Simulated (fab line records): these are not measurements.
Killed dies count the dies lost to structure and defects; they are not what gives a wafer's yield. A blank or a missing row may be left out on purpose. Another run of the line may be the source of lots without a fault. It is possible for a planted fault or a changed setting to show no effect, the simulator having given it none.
What tool caused it? / flow nand-harc / 33 wafers from 11 lots sampled at 5 of the route's 1302 steps

WHAT THE GAUGES SHOWED, per wafer
NHARC_END_SORT_01.
lot=L322; measured=day 29 06:20; on=prober-01; killed-at-array=676 676 676
lot=L323; measured=day 28 23:22; on=prober-02; killed-at-array=672 673 673

EACH LOT AND THE TOOL THAT RAN IT (in order: tool; ch and the chambers of the sampled wafers; start)
lot=L311; NHARC_A_CHANNEL_HOLE_D1_DEP_00=acl-dep-03 ch 0, day 8 11:16; NHARC_A_CHANNEL_HOLE_D1_ETCH_38=rie-diel-09 ch 1,2,3, day 8 14:02; NHARC_A_CHANNEL_HOLE_D1_ETCH_19=har-etch-02 ch 0,1, day 8 18:01; NHARC_A_CHANNEL_HOLE_D1_ETCH_25=har-etch-02 ch 0,1, day 8 20:55
lot=L314; NHARC_A_CHANNEL_HOLE_D1_DEP_00=acl-dep-02 ch 0, day 9 11:49; NHARC_A_CHANNEL_HOLE_D1_ETCH_38=rie-diel-13 ch 0,2, day 9 14:07; NHARC_A_CHANNEL_HOLE_D1_ETCH_19=har-etch-01 ch 0,1, day 9 15:14; NHARC_A_CHANNEL_HOLE_D1_ETCH_25=har-etch-01 ch 0,1, day 9 18:23
lot=L315; NHARC_A_CHANNEL_HOLE_D1_DEP_00=acl-dep-02 ch 0, day 9 18:31; NHARC_A_CHANNEL_HOLE_D1_ETCH_38=rie-diel-09 ch 2,3, day 9 21:01; NHARC_A_CHANNEL_HOLE_D1_ETCH_19=har-etch-01 ch 0,1, day 9 22:17; NHARC_A_CHANNEL_HOLE_D1_ETCH_25=har-etch-01 ch 0,1, day 10 01:11
lot=L319; NHARC_A_CHANNEL_HOLE_D1_DEP_00=acl-dep-01 ch 0, day 11 22:40; NHARC_A_CHANNEL_HOLE_D1_ETCH_38=rie-diel-09 ch 2,3, day 12 01:02; NHARC_A_CHANNEL_HOLE_D1_ETCH_19=har-etch-02 ch 0,1, day 12 02:22; NHARC_A_CHANNEL_HOLE_D1_ETCH_25=har-etch-02 ch 0,1, day 12 05:32
lot=L322; NHARC_A_CHANNEL_HOLE_D1_DEP_00=acl-dep-02 ch 0, day 13 01:30; NHARC_A_CHANNEL_HOLE_D1_ETCH_38=rie-diel-11 ch 0,1,2, day 13 04:26; NHARC_A_CHANNEL_HOLE_D1_ETCH_19=har-etch-02 ch 0,1, day 13 09:05; NHARC_A_CHANNEL_HOLE_D1_ETCH_25=har-etch-02 ch 0,1, day 13 11:59
lot=L323; NHARC_A_CHANNEL_HOLE_D1_DEP_00=acl-dep-01 ch 0, day 13 01:39; NHARC_A_CHANNEL_HOLE_D1_ETCH_38=rie-diel-13 ch 0,3, day 13 04:14; NHARC_A_CHANNEL_HOLE_D1_ETCH_19=har-etch-01 ch 0, day 13 07:48; NHARC_A_CHANNEL_HOLE_D1_ETCH_25=har-etch-01 ch 0, day 13 10:50
lot=L328; NHARC_A_CHANNEL_HOLE_D1_DEP_00=acl-dep-01 ch 0, day 15 07:19; NHARC_A_CHANNEL_HOLE_D1_ETCH_38=rie-diel-11 ch 0,1,2, day 15 09:49; NHARC_A_CHANNEL_HOLE_D1_ETCH_19=har-etch-01 ch 0,1, day 15 11:18; NHARC_A_CHANNEL_HOLE_D1_ETCH_25=har-etch-01 ch 0,1, day 15 14:20
lot=L330; NHARC_A_CHANNEL_HOLE_D1_DEP_00=acl-dep-01 ch 0, day 16 01:54; NHARC_A_CHANNEL_HOLE_D1_ETCH_38=rie-diel-11 ch 0,2,3, day 16 04:05; NHARC_A_CHANNEL_HOLE_D1_ETCH_19=har-etch-02 ch 0,1, day 16 05:13; NHARC_A_CHANNEL_HOLE_D1_ETCH_25=har-etch-02 ch 0,1, day 16 08:22
lot=L331; NHARC_A_CHANNEL_HOLE_D1_DEP_00=acl-dep-03 ch 0, day 16 18:52; NHARC_A_CHANNEL_HOLE_D1_ETCH_38=rie-diel-11 ch 1,2,3, day 16 21:47; NHARC_A_CHANNEL_HOLE_D1_ETCH_19=har-etch-01 ch 0,1, day 16 23:00; NHARC_A_CHANNEL_HOLE_D1_ETCH_25=har-etch-01 ch 0,1, day 17 01:55
lot=L333; NHARC_A_CHANNEL_HOLE_D1_DEP_00=acl-dep-03 ch 0, day 17 14:50; NHARC_A_CHANNEL_HOLE_D1_ETCH_38=rie-diel-11 ch 0,1,3, day 17 17:20; NHARC_A_CHANNEL_HOLE_D1_ETCH_19=har-etch-02 ch 0,1, day 17 19:29; NHARC_A_CHANNEL_HOLE_D1_ETCH_25=har-etch-02 ch 0,1, day 17 22:22
lot=L334; NHARC_A_CHANNEL_HOLE_D1_DEP_00=acl-dep-02 ch 0, day 17 15:16; NHARC_A_CHANNEL_HOLE_D1_ETCH_38=rie-diel-11 ch 0,1,3, day 17 18:10; NHARC_A_CHANNEL_HOLE_D1_ETCH_19=har-etch-01 ch 0, day 17 19:38; NHARC_A_CHANNEL_HOLE_D1_ETCH_25=har-etch-01 ch 0, day 17 22:39
- NHARC_A_CHANNEL_HOLE_D1_DEP_00: deposits aC, target thk 3100 nm.
- NHARC_A_CHANNEL_HOLE_D1_ETCH_38: etches the open film in CF4, target depth 39 nm, time 65 s.
- NHARC_A_CHANNEL_HOLE_D1_ETCH_19: etches the open film in C4F8/O2/Ar, time 34.5 s.
- NHARC_A_CHANNEL_HOLE_D1_ETCH_25: etches the open film in C4F8/O2/Ar, time 1040.2 s, target depth 1500 nm.

THE ANSWER, worked out from the rows above alone
Rule: the usual values come from the lots themselves. Put in order of their means at a reading, lots are off if they are a third of the lots or fewer, leave a main group of 4 or more, and stand apart from it by a gap of 3 or more times the standard deviation of the main group's means; of several such gaps the widest counts. Not used: any main group whose means are identical at the precision the tables above print for the reading. A lot without any number at a reading at which 4 lots or more have one is off too. All remaining lots with rows at the step are treated as sound.
None of the lots is off at any reading shown; this tells nothing.

WHAT HAD BEEN PUT IN BY THE SIMULATOR
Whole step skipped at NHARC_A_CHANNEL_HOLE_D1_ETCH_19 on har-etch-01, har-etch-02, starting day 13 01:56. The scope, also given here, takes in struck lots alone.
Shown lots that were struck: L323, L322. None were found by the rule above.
